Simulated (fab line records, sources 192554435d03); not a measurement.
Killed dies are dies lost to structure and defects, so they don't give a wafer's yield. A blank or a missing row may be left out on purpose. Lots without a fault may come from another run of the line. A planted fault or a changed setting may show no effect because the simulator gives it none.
fab line records | flow n5_finfet
record lots=5 wafers=15 last_day=20
route steps=1938 shown BEOL_M2@921 BEOL_M3@931
lots that met no fault: from a run of the same line without faults
start_h: hours from the record's first day to the start of the lot's first wafer shown | wait_h: hours since the lot's step before | " the same as in the row above | L1.1+2: a row that stands for several wafers | - no value, or no start given | * or withheld: withheld | < > ~ a bound
route shown NAME@n: a module of which the file shows steps, and the number in the route of the first | usual: mean/standard deviation of fault-free wafers | same: alike in all rows | chamber/n: place in a boat | sites: the reading at each site | _std_site: their standard deviation | _edge_site: outer sites' mean less inner sites' | radius_mm: how far each site lies from the wafer's centre | mask NAME#n: copy n | behind: the tool/chamber that last shaped the wafer | hold: why the lot was held/for how many hours/how that ended | device: the transistor (n, p or np) that didn't switch | end of line: the same wafers' tests at the end of the route | a step without rows: its recipe alone | killed: dies lost to structure and defects at the first sort, not the wafer's yield | map: a wafer's dies, x killed, . not, _ none there
set.NAME: the setting as run; set.NAME@STEP: as run at that earlier step | model.NAME: the simulator's own value behind a step, which no gauge read
lots at some steps of the route; a table a step, a row a wafer
services: from which hour (start_h, from the record's first day; less than 0 if before it) a tool's chamber was out of use, for how many hours, and why
## steps
# step N5_BEOL_M2_ECD_50
# recipe material=Cu target_thk_a=3000
# columns lot.wafer tool chamber start_h wait_h
L074.2+4+6 ecd_cu-02 0 155.26 0.1
L078.1+2+3 ecd_cu-02 1,0,1 178.42 0.1
L086.1+2+4 ecd_cu-01 0,1,1 271.26 0.1
L088.1+3+4 ecd_cu-01 0,1,0 285.23 0.1
L090.1+2+4 ecd_cu-02 1,0,1 291.54 0.1
# step N5_BEOL_M2_ANNEAL_51
# recipe temp_c=225 time_s=90 ambient=N2
# usual wafer_temp_C_max=226.04/0.24
# columns lot.wafer tool chamber start_h wait_h wafer_temp_C_max
L074.2 rtp_anneal-02 0 155.38 0.1 226.25
L074.4 " 0 " " 226.13
L074.6 " 0 " " 226.18
L078.1 rtp_anneal-01 0 178.50 0.1 226.21
L078.2 " 0 " " 226.49
L078.3 " 0 " " 226.16
L086.1 rtp_anneal-02 0 271.45 0.2 226.01
L086.2 " 0 " " 226.19
L086.4 " 0 " " 225.98
L088.1 rtp_anneal-02 0 285.30 0.1 225.68
L088.3 " 0 " " 226.01
L088.4 " 0 " " 225.70
L090.1 rtp_anneal-01 0 291.61 0.1 225.93
L090.2 " 0 " " 226.53
L090.4 " 0 " " 225.74
# step N5_BEOL_M2_CMP_52
# recipe stop_on=SiOC t_overpolish_s=6.8 down_force_psi=1 platen_rpm=50 clearing_platen_down_force_psi=1.5 clearing_platen_rpm=50 post_cmp_clean=cu_alkaline target_thk_nm=40 clearing_platen_pad_velocity_m_s=0.99484 pad_velocity_m_s=0.99484
# usual barrier_field_endpoint_s=24.6/0.55 motor_current_A=6.2/0.66 overpolish_run_s=6.799/0.0097 slurry_flow_ml_min=150.0/0.44 time_to_endpoint_s=62.1/2.5
# columns lot.wafer tool chamber start_h wait_h barrier_field_endpoint_s motor_current_A overpolish_run_s slurry_flow_ml_min time_to_endpoint_s
L074.2 cmp-03 2 155.71 0.3 24.0 5.5 6.777 149.5 60.5
L074.4 " 3 " " 25.6 6.5 6.799 150.2 61.7
L074.6 " 1 " " 24.9 6.0 6.786 150.1 58.4
L078.2 cmp-04 0 178.80 0.2 24.7 5.6 6.790 149.5 63.5
L078.3 " 1 " " 24.6 6.9 6.799 149.0 64.7
L078.1 " 2 " " 25.0 6.1 6.791 149.9 62.8
L086.4 cmp-01 2 271.74 0.1 24.4 6.6 6.810 149.7 60.7
L086.2 " 0 " " 24.3 6.3 6.802 150.3 61.4
L086.1 " 1 " " 23.9 4.7 6.812 150.1 59.7
L088.1 cmp-03 2 285.60 0.3 23.3 5.4 6.794 150.3 57.1
L088.3 " 0 " " 24.2 5.5 6.799 148.6 61.0
L088.4 " 1 " " 24.7 6.2 6.797 150.4 58.7
L090.1 cmp-03 0 291.91 0.3 24.0 5.8 6.783 150.1 59.4
L090.4 " 1 " " 24.5 6.4 6.802 149.9 61.5
L090.2 " 3 " " 23.5 6.6 6.804 150.4 60.3
# step N5_BEOL_M2_THK_MEAS_53
# recipe thk_meas_gauge=xrf reads=Cu_of_BEOL_M2_ECD_50
# usual M2_THK=39.3/1
# columns lot.wafer tool chamber start_h wait_h M2_THK[nm]
L074.2 film_metro-01 - 155.93 - 39.4
L074.4 " - " " 38.9
L074.6 " - " " 39.2
L078.1 film_metro-01 - 179.09 - 39.2
L078.2 " - " " 38.4
L078.3 " - " " 39.8
L086.1 film_metro-02 - 272.04 - 40.2
L086.2 " - " " 38.5
L086.4 " - " " 39.5
L088.1 film_metro-01 - 285.90 - 37.9
L088.3 " - " " 38.3
L088.4 " - " " 39.2
L090.1 film_metro-02 - 292.21 - 39.8
L090.2 " - " " 39.7
L090.4 " - " " 40.8
# step N5_BEOL_M2_PRE_CLEAN_60
# recipe gas=NH3/H2 time_s=15 temp_c=* rf_power_w=300
# usual heater_power_w=95/17 susceptor_temp_C=*
# columns lot.wafer tool chamber start_h wait_h heater_power_w susceptor_temp_C
L074.2 cvd_co-01 0 155.97 0.0 98 *
L074.4 " 1 " " 72 *
L074.6 " 2 " " 91 *
L078.1 cvd_co-01 0 179.13 0.0 98 *
L078.2 " 1 " " 72 *
L078.3 " 2 " " 93 *
L086.1 cvd_co-01 1 272.08 0.0 71 *
L086.2 " 0 " " 100 *
L086.4 " 0 " " 102 *
L088.1 cvd_co-01 0 285.93 0.0 99 *
L088.3 " 1 " " 71 *
L088.4 " 2 " " 95 *
L090.1 cvd_co-01 2 292.24 0.0 91 *
L090.2 " 1 " " 72 *
L090.4 " 1 " " 71 *
# step N5_BEOL_M2_CO_CAP_55
# recipe material=Co target_thk_a=20 temp_c=200 precursor=CCTBA/H2 pressure_torr=30 time_s=102.1
# usual heater_power_w=248/22 susceptor_temp_C=200.02/0.15
# columns lot.wafer tool chamber start_h wait_h heater_power_w susceptor_temp_C
L074.2 cvd_co-01 0 156.01 0.0 258 199.69
L074.4 " 1 " " 213 200.17
L074.6 " 2 " " 246 200.33
L078.1 cvd_co-01 0 179.17 0.0 255 199.70
L078.2 " 1 " " 220 200.29
L078.3 " 2 " " 247 200.13
L086.1 cvd_co-01 1 272.12 0.0 218 200.17
L086.2 " 0 " " 254 200.17
L086.4 " 0 " " 246 199.91
L088.1 cvd_co-01 0 285.97 0.0 252 199.94
L088.3 " 1 " " 222 200.04
L088.4 " 2 " " 238 199.72
L090.1 cvd_co-01 2 292.28 0.0 241 200.28
L090.2 " 1 " " 213 199.86
L090.4 " 1 " " 219 200.01
# step N5_BEOL_M2_PRE_CLEAN_56
# recipe gas=NH3 time_s=15 temp_c=withheld rf_power_w=300
# columns lot.wafer tool chamber start_h wait_h
L074.2+4+6 pecvd-03 0,0,2 156.10 0.1
L078.1+2+3 pecvd-01 1,0,1 179.26 0.1
L086.1+2+4 pecvd-04 0,2,2 272.21 0.1
L088.1+3+4 pecvd-03 2,1,2 286.06 0.1
L090.1+2+4 pecvd-03 0,1,2 292.38 0.1
# step N5_BEOL_M2_DEP_57
# recipe material=SiCN target_thk_a=80 temp_c=withheld precursor=3MS/NH3 pressure_torr=3 rf_w=202 time_s=14
# usual showerhead_plenum_p_Torr=3.660/0.013 showerhead_vpp_V=880/32 throttle_valve_pct=9.1/0.41
# columns lot.wafer tool chamber start_h wait_h showerhead_plenum_p_Torr showerhead_vpp_V throttle_valve_pct
L074.2 pecvd-03 0 156.12 0.0 3.675 922 9.3
L074.4 " 0 " " 3.671 917 9.2
L074.6 " 2 " " 3.656 897 9.5
L078.1 pecvd-01 1 179.30 0.0 3.672 843 8.9
L078.2 " 0 " " 3.657 881 9.8
L078.3 " 1 " " 3.679 856 8.9
L086.1 pecvd-04 0 272.24 0.0 3.647 858 9.5
L086.2 " 2 " " 3.649 868 9.0
L086.4 " 2 " " 3.651 877 9.3
L088.1 pecvd-03 2 286.09 0.0 3.658 920 8.7
L088.3 " 1 " " 3.636 892 9.4
L088.4 " 2 " " 3.659 893 8.4
L090.1 pecvd-03 0 292.40 0.0 3.669 911 9.2
L090.2 " 1 " " 3.638 902 9.3
L090.4 " 2 " " 3.660 902 8.5
# step N5_BEOL_M2_RS_MEAS_58
# recipe thk_meas_gauge=four-point-probe reads=Co_of_BEOL_M2_CO_CAP_55+Cu_of_BEOL_M2_ECD_50+Co_of_BEOL_M2_CVD_47+TaN_of_BEOL_M2_ALD_84
# usual M2_RS=0.675/0.022
# columns lot.wafer tool chamber start_h wait_h M2_RS[ohm/sq]
L074.2 film_metro-02 - 156.19 0.1 0.676
L074.4 " - " " 0.682
L074.6 " - " " 0.679
L078.1 film_metro-02 - 179.38 0.1 0.681
L078.2 " - " " 0.699
L078.3 " - " " 0.662
L086.1 film_metro-01 - 272.30 0.0 0.658
L086.2 " - " " 0.692
L086.4 " - " " 0.672
L088.1 film_metro-01 - 286.16 0.0 0.706
L088.3 " - " " 0.700
L088.4 " - " " 0.679
L090.1 film_metro-01 - 292.47 0.0 0.657
L090.2 " - " " 0.665
L090.4 " - " " 0.643
# step N5_BEOL_M2_INSPECT_59
# recipe inspect_instrument=darkfield mode=post_dep
# usual raw_defect_count=71/25
# columns lot.wafer tool chamber start_h wait_h raw_defect_count
L074.2 defect_inspect-02 - 156.21 0.0 75
L074.4 " - " " 132
L074.6 " - " " 87
L078.1 defect_inspect-02 - 179.41 0.0 70
L078.2 " - " " 56
L078.3 " - " " 42
L086.1 defect_inspect-02 - 272.33 0.0 43
L086.2 " - " " 47
L086.4 " - " " 56
L088.1 defect_inspect-02 - 286.18 0.0 95
L088.3 " - " " 60
L088.4 " - " " 131
L090.1 defect_inspect-02 - 292.49 0.0 55
L090.2 " - " " 45
L090.4 " - " " 57
# step N5_BEOL_M3_ILD_DEP_00
# recipe material=SiOC target_thk_a=790 temp_c=350 precursor=DEMS/O2 pressure_torr=5 rf_w=500 time_s=15.3
# usual heater_power_w=447/48 showerhead_plenum_p_Torr=5.692/0.013 showerhead_vpp_V=1367/57 susceptor_temp_C=350.00/0.21 throttle_valve_pct=11.9/0.5
# columns lot.wafer tool chamber start_h wait_h heater_power_w showerhead_plenum_p_Torr showerhead_vpp_V susceptor_temp_C throttle_valve_pct
L074.2 pecvd-02 0 156.25 0.0 479 5.700 1421 349.99 12.0
L074.4 " 1 " " 360 5.698 1299 349.80 11.7
L074.6 " 2 " " 436 5.668 1438 350.01 11.6
L078.1 pecvd-02 2 179.44 0.0 436 5.676 1456 350.33 11.8
L078.2 " 1 " " 437 5.692 1303 350.11 11.8
L078.3 " 0 " " 545 5.692 1430 350.25 12.3
L086.1 pecvd-02 1 272.37 0.0 420 5.682 1305 349.68 11.8
L086.2 " 0 " " 505 5.682 1435 349.95 12.4
L086.4 " 2 " " 465 5.676 1460 350.38 11.7
L088.1 pecvd-02 1 286.22 0.0 408 5.694 1296 349.94 11.6
L088.3 " 1 " " 399 5.703 1309 349.92 11.9
L088.4 " 2 " " 448 5.679 1447 349.86 11.8
L090.1 pecvd-04 1 292.53 0.0 361 5.693 1322 349.99 11.3
L090.2 " 0 " " 507 5.679 1351 349.85 12.3
L090.4 " 1 " " 367 5.716 1305 350.36 11.4
# step N5_BEOL_M3_THK_MEAS_01
# recipe reads=SiOC_of_BEOL_M3_ILD_DEP_00
# usual M3_ILD_THK=79.1/0.95
# columns lot.wafer tool chamber start_h wait_h M3_ILD_THK[nm]
L074.2 film_metro-02 - 156.32 0.1 79.6
L074.4 " - " " 81.5
L074.6 " - " " 80.3
L078.1 film_metro-02 - 179.51 0.0 79.5
L078.2 " - " " 79.2
L078.3 " - " " 79.3
L086.1 film_metro-01 - 272.43 0.0 78.6
L086.2 " - " " 77.6
L086.4 " - " " 78.8
L088.1 film_metro-01 - 286.30 0.1 78.3
L088.3 " - " " 79.7
L088.4 " - " " 80.1
L090.1 film_metro-01 - 292.60 0.0 78.2
L090.2 " - " " 78.6
L090.4 " - " " 79.6
# step N5_BEOL_M3_PECVD_72
# recipe material=SiO2 target_thk_a=160 temp_c=400 precursor=TEOS/O2 pressure_torr=5.5 rf_w=450 teos_flow_sccm=53.8 gas=O2 flow_sccm=3000 time_s=18
# usual heater_power_w=672/73 showerhead_plenum_p_Torr=8.77/0.05 showerhead_vpp_V=1297/50 susceptor_temp_C=400.01/0.23 throttle_valve_pct=22.3/0.85
# columns lot.wafer tool chamber start_h wait_h heater_power_w showerhead_plenum_p_Torr showerhead_vpp_V susceptor_temp_C throttle_valve_pct
L074.2 pecvd-01 0 156.36 0.0 644 8.75 1368 399.76 24.1
L074.4 " 1 " " 666 8.86 1268 399.87 22.3
L074.6 " 0 " " 649 8.75 1357 399.65 23.9
L078.1 pecvd-04 1 179.55 0.0 548 8.81 1238 399.57 22.0
L078.2 " 2 " " 574 8.73 1296 399.62 22.4
L078.3 " 0 " " 696 8.71 1283 400.34 23.0
L086.1 pecvd-01 2 272.47 0.0 675 8.80 1237 400.03 20.7
L086.2 " 1 " " 690 8.87 1250 400.53 22.4
L086.4 " 1 " " 711 8.85 1286 400.18 22.2
L088.1 pecvd-04 2 286.34 0.0 612 8.73 1307 400.08 22.7
L088.3 " 1 " " 631 8.84 1258 400.47 21.6
L088.4 " 0 " " 704 8.71 1277 400.02 22.9
L090.1 pecvd-04 0 292.64 0.0 722 8.73 1289 400.35 23.0
L090.2 " 2 " " 617 8.75 1285 399.96 22.5
L090.4 " 0 " " 760 8.71 1276 399.95 22.6
# step N5_BEOL_M3_HM_DEP_02
# recipe material=TiN target_thk_a=200 temp_c=25 chamber_pressure_pa=0.49996
# usual susceptor_temp_C=25.00/0.1 throttle_valve_pct=29.5/1
# columns lot.wafer tool chamber start_h wait_h susceptor_temp_C throttle_valve_pct
L074.2 pvd_sputter-03 - 158.62 2.2 25.06 29.4
L074.4 " - " " 24.98 28.9
L074.6 " - " " 24.88 29.3
L078.1 pvd_sputter-03 - 180.63 1.1 24.83 28.3
L078.2 " - " " 24.98 29.5
L078.3 " - " " 25.07 28.8
L086.1 pvd_sputter-01 - 274.46 2.0 24.95 31.5
L086.2 " - " " 25.27 29.9
L086.4 " - " " 24.99 28.3
L088.1 pvd_sputter-02 - 286.40 0.0 24.95 30.9
L088.3 " - " " 24.96 28.4
L088.4 " - " " 25.05 30.2
L090.1 pvd_sputter-01 - 294.48 1.8 25.13 28.5
L090.2 " - " " 24.96 31.2
L090.4 " - " " 25.19 29.6
# step N5_BEOL_M3_COAT_61
# recipe resist=SOC temp_c=250 time_s=60 spin_rpm=1500 resist_thk_nm=60
# columns lot.wafer tool chamber start_h wait_h
L074.2+4+6 litho_track-03 0 158.75 0.1
L078.1+2+3 litho_track-01 0 180.76 0.1
L086.1+2+4 litho_track-03 0 274.59 0.1
L088.1+3+4 litho_track-03 0 286.52 0.1
L090.1+2+4 litho_track-03 0 294.60 0.1
# step N5_BEOL_M3_COAT_62
# recipe resist=SiARC temp_c=220 time_s=60 spin_rpm=1500 resist_thk_nm=12
# columns lot.wafer tool chamber start_h wait_h
L074.2+4+6 litho_track-03 0 - -
L078.1+2+3 litho_track-01 0 - -
L086.1+2+4 litho_track-03 0 - -
L088.1+3+4 litho_track-03 0 - -
L090.1+2+4 litho_track-03 0 - -
# step N5_BEOL_M3_COAT_73
# recipe resist=underlayer temp_c=205 time_s=60 spin_rpm=1500 resist_thk_nm=5
# columns lot.wafer tool chamber start_h wait_h
L074.2+4+6 litho_track-03 0 - -
L078.1+2+3 litho_track-01 0 - -
L086.1+2+4 litho_track-03 0 - -
L088.1+3+4 litho_track-03 0 - -
L090.1+2+4 litho_track-03 0 - -
# step N5_BEOL_M3_COAT_05
# recipe resist=CAR-EUV spin_rpm=1500 resist_thk_nm=30
# columns lot.wafer tool chamber start_h wait_h
L074.2+4+6 litho_track-03 0 - -
L078.1+2+3 litho_track-01 0 - -
L086.1+2+4 litho_track-03 0 - -
L088.1+3+4 litho_track-03 0 - -
L090.1+2+4 litho_track-03 0 - -
# step N5_BEOL_M3_EBR_07
# recipe solvent=PGMEA ebr_width_mm=1.5
# columns lot.wafer tool chamber start_h wait_h
L074.2+4+6 litho_track-03 0 - -
L078.1+2+3 litho_track-01 0 - -
L086.1+2+4 litho_track-03 0 - -
L088.1+3+4 litho_track-03 0 - -
L090.1+2+4 litho_track-03 0 - -
# step N5_BEOL_M3_SOFTBAKE_06
# recipe temp_c=110 time_s=60 resist=CAR-EUV
# columns lot.wafer tool chamber start_h wait_h
L074.2+4+6 litho_track-03 0 - -
L078.1+2+3 litho_track-01 0 - -
L086.1+2+4 litho_track-03 0 - -
L088.1+3+4 litho_track-03 0 - -
L090.1+2+4 litho_track-03 0 - -
# step N5_BEOL_M3_EXPOSE_08
# recipe mask_id=M3 na=0.33 source_shape=dipole sigma_inner=0.369 sigma_outer=0.767 polarization=unpolarized dose_mj=33
# same dipole_opening_deg=79.7
# columns lot.wafer tool chamber start_h wait_h mask
L074.2+4+6 euv_scanner-01 0 158.89 - M3#0
L078.1+2+3 euv_scanner-01 0 181.02 - M3#0
L086.1+2+4 euv_scanner-01 0 274.85 - M3#0
L088.1+3+4 euv_scanner-02 0 286.78 - M3#0
L090.1+2+4 euv_scanner-01 0 294.74 - M3#0
# step N5_BEOL_M3_PEB_09
# recipe peb_temp_c=100 peb_time_s=60 resist=CAR-EUV
# columns lot.wafer tool chamber start_h wait_h
L074.2+4+6 litho_track-04 0 158.94 0.0
L078.1+2+3 litho_track-04 0 181.08 0.1
L086.1+2+4 litho_track-03 0 274.91 0.1
L088.1+3+4 litho_track-04 0 286.84 0.1
L090.1+2+4 litho_track-03 0 294.80 0.1
# step N5_BEOL_M3_DEVELOP_10
# recipe develop_time_s=30 developer=TMAH resist=CAR-EUV rinse_liquid=surfactant_rinse dry=air_spin dev_temp_c=23
# columns lot.wafer tool chamber start_h wait_h
L074.2+4+6 litho_track-04 0 - -
L078.1+2+3 litho_track-04 0 - -
L086.1+2+4 litho_track-03 0 - -
L088.1+3+4 litho_track-04 0 - -
L090.1+2+4 litho_track-03 0 - -
# step N5_BEOL_M3_CD_MEAS_11
# recipe target_cd_nm=17.05 landing_energy_ev=500 detector=se_inlens polarity=opening
# usual cd_nm=17.06/0.24
# columns lot.wafer tool chamber start_h wait_h cd_nm
L074.2 cd_sem-02 0 159.01 - 16.87
L074.4 " 0 " " 17.00
L074.6 " 0 " " 17.30
L078.1 cd_sem-01 0 181.14 - 17.46
L078.2 " 0 " " 17.18
L078.3 " 0 " " 17.14
L086.1 cd_sem-03 0 274.98 - 17.06
L086.2 " 0 " " 16.73
L086.4 " 0 " " 16.98
L088.1 cd_sem-02 0 286.91 - 17.54
L088.3 " 0 " " 16.88
L088.4 " 0 " " 17.26
L090.1 cd_sem-03 0 294.87 - 16.87
L090.2 " 0 " " 16.74
L090.4 " 0 " " 17.20
# step N5_BEOL_M3_OVL_MEAS_12
# recipe points_per_wafer=522
# usual M3_OVL=-0.2/0.54
# same points_per_wafer=522
# columns lot.wafer tool chamber start_h wait_h M3_OVL[nm]
L074.2 overlay-02 0 159.04 0.0 0.0
L074.4 " 0 " " -1.1
L074.6 " 0 " " -0.3
L078.1 overlay-01 0 181.17 0.0 0.1
L078.2 " 0 " " 0.4
L078.3 " 0 " " -0.5
L086.1 overlay-02 0 275.01 0.0 0.3
L086.2 " 0 " " 0.9
L086.4 " 0 " " 0.6
L088.1 overlay-01 0 286.94 0.0 -0.2
L088.3 " 0 " " 0.3
L088.4 " 0 " " -0.2
L090.1 overlay-02 0 294.90 0.0 -0.7
L090.2 " 0 " " 0.5
L090.4 " 0 " " -0.4
# step N5_BEOL_M3_INSPECT_13
# recipe mode=adi inspect_instrument=brightfield
# usual raw_defect_count=408/95
# columns lot.wafer tool chamber start_h wait_h raw_defect_count
L074.2 defect_inspect-02 - 159.10 0.0 440
L074.4 " - " " 508
L074.6 " - " " 477
L078.1 defect_inspect-02 - 181.23 0.1 638
L078.2 " - " " 572
L078.3 " - " " 524
L086.1 defect_inspect-02 - 275.06 0.1 321
L086.2 " - " " 237
L086.4 " - " " 360
L088.1 defect_inspect-02 - 287.00 0.1 530
L088.3 " - " " 558
L088.4 " - " " 508
L090.1 defect_inspect-02 - 294.96 0.1 284
L090.2 " - " " 304
L090.4 " - " " 345
# step N5_BEOL_M3_DESCUM_16
# recipe chemistry=O2 time_s=7 source_power_w=50 bias_power_w=20 pressure_mtorr=20 rf_frequency_hz=2.712e+07 temp_c=40 resist=CAR-EUV o2_flow_sccm=225
# usual bias_power_w=19.99/0.065 drypump_motor_current_A=5.9/0.36 oes_product_au=0.81/0.08 rf_vpp_V=243.1/1.3 showerhead_plenum_p_Torr=2.08/0.067 throttle_valve_pct=20.40/0.15
# columns lot.wafer tool chamber start_h wait_h bias_power_w drypump_motor_current_A oes_product_au rf_hours_counter_h rf_vpp_V showerhead_plenum_p_Torr throttle_valve_pct
L074.2 rie_diel-03 2 159.13 0.0 19.87 5.9 0.85 46 242.2 2.13 20.34
L074.4 " 0 " " 19.90 6.0 0.89 32 242.5 2.06 20.59
L074.6 " 2 " " 19.90 5.9 0.85 - 244.8 2.13 20.34
L078.1 rie_diel-06 2 181.67 0.4 20.03 5.5 0.80 107 244.0 2.11 20.34
L078.2 " 1 " " 19.92 6.3 0.94 12 241.4 2.05 20.41
L078.3 " 3 " " 19.90 5.8 0.68 233 242.9 1.97 20.27
L086.1 rie_diel-03 3 275.10 0.0 19.88 6.2 0.78 121 242.6 2.01 20.24
L086.2 " 1 " " 19.90 5.2 0.68 247 243.2 2.14 20.29
L086.4 " 0 " " 19.96 6.0 0.84 65 241.4 2.05 20.64
L088.1 rie_diel-03 2 287.03 0.0 19.96 5.9 0.80 80 244.3 2.11 20.40
L088.3 " 3 " " 20.10 6.2 0.79 123 241.6 2.01 20.24
L088.4 " 1 " " 20.07 5.2 0.68 249 244.0 2.14 20.27
L090.1 rie_diel-03 2 294.99 0.0 19.98 5.9 0.80 83 244.0 2.11 20.41
L090.2 " 0 " " 20.02 6.0 0.83 70 241.4 2.05 20.65
L090.4 " 3 " " 19.91 6.2 0.77 - 241.3 2.01 20.23
# step N5_BEOL_M3_ETCH_74
# recipe chemistry=N2/H2 target=underlayer target_depth_a=65 mask_material=CAR-EUV time_s=5.2 ion_energy_ev=200 pressure_mtorr=30 source_w=840 bias_w=150 n2_flow_sccm=200 h2_flow_sccm=200 ends=cleared
# usual drypump_motor_current_A=5.9/0.36 etch_rf_on_time_s=5.20/0.067 oes_product_au=0.69/0.068 rf_vpp_V=523.6/2.5 showerhead_plenum_p_Torr=2.53/0.08 throttle_valve_pct=17.82/0.15
# columns lot.wafer tool chamber start_h wait_h drypump_motor_current_A etch_rf_on_time_s oes_product_au rf_hours_counter_h rf_vpp_V showerhead_plenum_p_Torr throttle_valve_pct
L074.2 rie_diel-03 2 159.17 0.0 5.9 5.16 0.74 46 525.1 2.59 17.81
L074.4 " 0 " " 6.0 5.23 0.76 32 523.7 2.49 17.91
L074.6 " 2 " " 5.9 5.14 0.73 - 526.2 2.59 17.83
L078.1 rie_diel-06 2 181.70 0.0 5.5 5.12 0.69 107 521.7 2.57 17.70
L078.2 " 1 " " 6.3 5.17 0.81 12 522.0 2.50 17.82
L078.3 " 3 " " 5.8 5.24 0.58 233 520.0 2.41 17.77
L086.1 rie_diel-03 3 275.13 0.0 6.2 5.19 0.67 121 519.3 2.45 17.62
L086.2 " 1 " " 5.2 5.24 0.59 247 526.0 2.61 17.80
L086.4 " 0 " " 6.0 5.18 0.71 65 522.9 2.48 17.95
L088.1 rie_diel-03 2 287.07 0.0 5.9 5.18 0.69 80 523.8 2.58 17.88
L088.3 " 3 " " 6.2 5.28 0.67 123 520.3 2.45 17.62
L088.4 " 1 " " 5.2 5.31 0.57 249 525.8 2.61 17.80
L090.1 rie_diel-03 2 295.02 0.0 5.9 5.17 0.68 83 524.6 2.58 17.88
L090.2 " 0 " " 6.0 5.19 0.71 70 523.3 2.47 17.96
L090.4 " 3 " " 6.2 5.23 0.67 - 521.1 2.44 17.63
# step N5_BEOL_M3_ETCH_63
# recipe chemistry=CF4 target=SiARC target_depth_a=156 mask_material=CAR-EUV time_s=26 ion_energy_ev=80 pressure_mtorr=40 source_w=545 bias_w=36 Ar_flow_sccm=100 cf4_flow_sccm=100 ends=cleared
# usual cf4_flow_sccm=100.00/0.28 drypump_motor_current_A=5.9/0.36 etch_rf_on_time_s=25.9/0.36 oes_product_au=0.69/0.068 rf_vpp_V=184.0/1.1 showerhead_plenum_p_Torr=2.13/0.063 throttle_valve_pct=15.57/0.13
# columns lot.wafer tool chamber start_h wait_h cf4_flow_sccm drypump_motor_current_A etch_rf_on_time_s oes_product_au rf_hours_counter_h rf_vpp_V showerhead_plenum_p_Torr throttle_valve_pct
L074.2 rie_diel-03 2 159.18 0.0 100.00 5.9 25.2 0.74 46 183.1 2.18 15.53
L074.4 " 0 " " 99.77 6.0 25.9 0.76 32 183.0 2.10 15.62
L074.6 " 2 " " 99.95 5.9 25.4 0.73 - 183.8 2.18 15.50
L078.1 rie_diel-06 2 181.72 0.0 100.26 5.5 25.8 0.68 107 183.5 2.16 15.51
L078.2 " 1 " " 99.93 6.3 25.6 0.81 12 184.1 2.11 15.59
L078.3 " 3 " " 99.76 5.8 26.0 0.59 233 183.7 2.03 15.52
L086.1 rie_diel-03 3 275.15 0.0 100.23 6.2 26.1 0.67 121 183.3 2.07 15.49
L086.2 " 1 " " 100.54 5.2 26.4 0.58 247 186.0 2.19 15.58
L086.4 " 0 " " 100.68 6.0 26.0 0.71 65 183.3 2.09 15.71
L088.1 rie_diel-03 2 287.08 0.0 99.61 5.8 25.5 0.69 80 184.1 2.17 15.59
L088.3 " 3 " " 99.90 6.2 26.0 0.67 123 184.3 2.06 15.46
L088.4 " 1 " " 100.09 5.2 26.5 0.58 249 184.9 2.19 15.57
L090.1 rie_diel-03 2 295.04 0.0 100.08 5.9 25.7 0.69 83 183.5 2.17 15.59
L090.2 " 0 " " 100.14 6.0 26.1 0.71 70 183.0 2.09 15.71
L090.4 " 3 " " 100.03 6.2 26.2 0.67 - 183.9 2.06 15.46
# step N5_BEOL_M3_ETCH_64
# recipe chemistry=N2/H2 target=SOC target_depth_a=750 overetch_a=150 mask_material=SiARC temp_c=40 time_s=112.5 ion_energy_ev=200 pressure_mtorr=30 source_w=840 bias_w=150 n2_flow_sccm=200 h2_flow_sccm=200
# usual drypump_motor_current_A=5.9/0.36 oes_product_au=0.64/0.059 rf_vpp_V=523.5/2.4 showerhead_plenum_p_Torr=2.53/0.08 throttle_valve_pct=17.78/0.15
# columns lot.wafer tool chamber start_h wait_h drypump_motor_current_A oes_product_au rf_hours_counter_h rf_vpp_V showerhead_plenum_p_Torr throttle_valve_pct
L074.2 rie_diel-03 2 159.21 0.0 5.9 0.66 46 525.0 2.59 17.80
L074.4 " 0 " " 6.0 0.70 32 522.4 2.49 17.87
L074.6 " 2 " " 5.9 0.67 - 524.3 2.59 17.78
L078.1 rie_diel-06 2 181.75 0.0 5.5 0.64 107 524.1 2.57 17.65
L078.2 " 1 " " 6.3 0.75 12 522.8 2.50 17.79
L078.3 " 3 " " 5.8 0.55 233 519.8 2.41 17.73
L086.1 rie_diel-03 3 275.18 0.0 6.2 0.63 121 523.7 2.45 17.59
L086.2 " 1 " " 5.2 0.54 247 527.1 2.61 17.74
L086.4 " 0 " " 6.0 0.66 65 522.6 2.48 17.91
L088.1 rie_diel-03 2 287.11 0.0 5.9 0.64 80 524.6 2.58 17.85
L088.3 " 3 " " 6.2 0.62 123 520.6 2.45 17.58
L088.4 " 1 " " 5.2 0.55 249 525.4 2.61 17.75
L090.1 rie_diel-03 2 295.07 0.0 5.9 0.64 83 525.0 2.58 17.86
L090.2 " 0 " " 6.0 0.66 70 521.4 2.47 17.92
L090.4 " 3 " " 6.2 0.62 - 521.2 2.44 17.59
# step N5_BEOL_M3_STRIP_65
# recipe chemistry=N2/H2 temp_c=40 n2_flow_sccm=200 h2_flow_sccm=200 rf_frequency_hz=6e+07
# columns lot.wafer tool chamber start_h wait_h
L074.2+4+6 rie_diel-03 2,0,2 159.32 0.1
L078.1+2+3 rie_diel-06 2,1,3 181.85 0.1
L086.1+2+4 rie_diel-03 3,1,0 275.29 0.1
L088.1+3+4 rie_diel-03 2,3,1 287.22 0.1
L090.1+2+4 rie_diel-03 2,0,3 295.18 0.1
# step N5_BEOL_M3_STRIP_75
# recipe chemistry=N2/H2 temp_c=40 n2_flow_sccm=200 h2_flow_sccm=200 rf_frequency_hz=6e+07
# columns lot.wafer tool chamber start_h wait_h
L074.2+4+6 rie_diel-03 2,0,2 159.33 0.0
L078.1+2+3 rie_diel-06 2,1,3 181.86 0.0
L086.1+2+4 rie_diel-03 3,1,0 275.30 0.0
L088.1+3+4 rie_diel-03 2,3,1 287.23 0.0
L090.1+2+4 rie_diel-03 2,0,3 295.19 0.0
## services
# columns tool chamber start_h hours kind
pecvd-02 - 135.57 2.8 pm
pvd_sputter-01 - 138.92 4.7 repair
euv_scanner-01 - 140.52 1.0 pm
ecd_cu-02 - 141.50 1.6 repair
pecvd-02 - 146.48 1.5 repair
cvd_co-01 - 159.65 2.8 pm
pecvd-01 - 162.13 6.0 pm
rtp_anneal-02 - 164.30 4.1 pm
cvd_co-01 - 167.18 8.9 repair
pecvd-01 2 172.07 17.2 repair
ecd_cu-02 - 175.49 1.0 repair
pecvd-01 - 178.09 0.9 repair
rtp_anneal-02 - 188.01 0.9 repair
ecd_cu-02 - 191.08 6.8 pm
euv_scanner-01 - 196.21 1.0 pm
pecvd-04 - 210.50 0.8 pm
cmp-03 - 235.38 10.9 pm
euv_scanner-01 - 243.49 4.6 pm
euv_scanner-01 - 252.36 1.0 pm
cmp-03 - 255.03 0.4 repair
rie_diel-06 3 270.58 2.7 repair
cmp-03 - 270.86 1.0 repair
pecvd-02 0 274.67 30.8 repair
ecd_cu-02 - 292.50 1.8 repair
## key
fault none
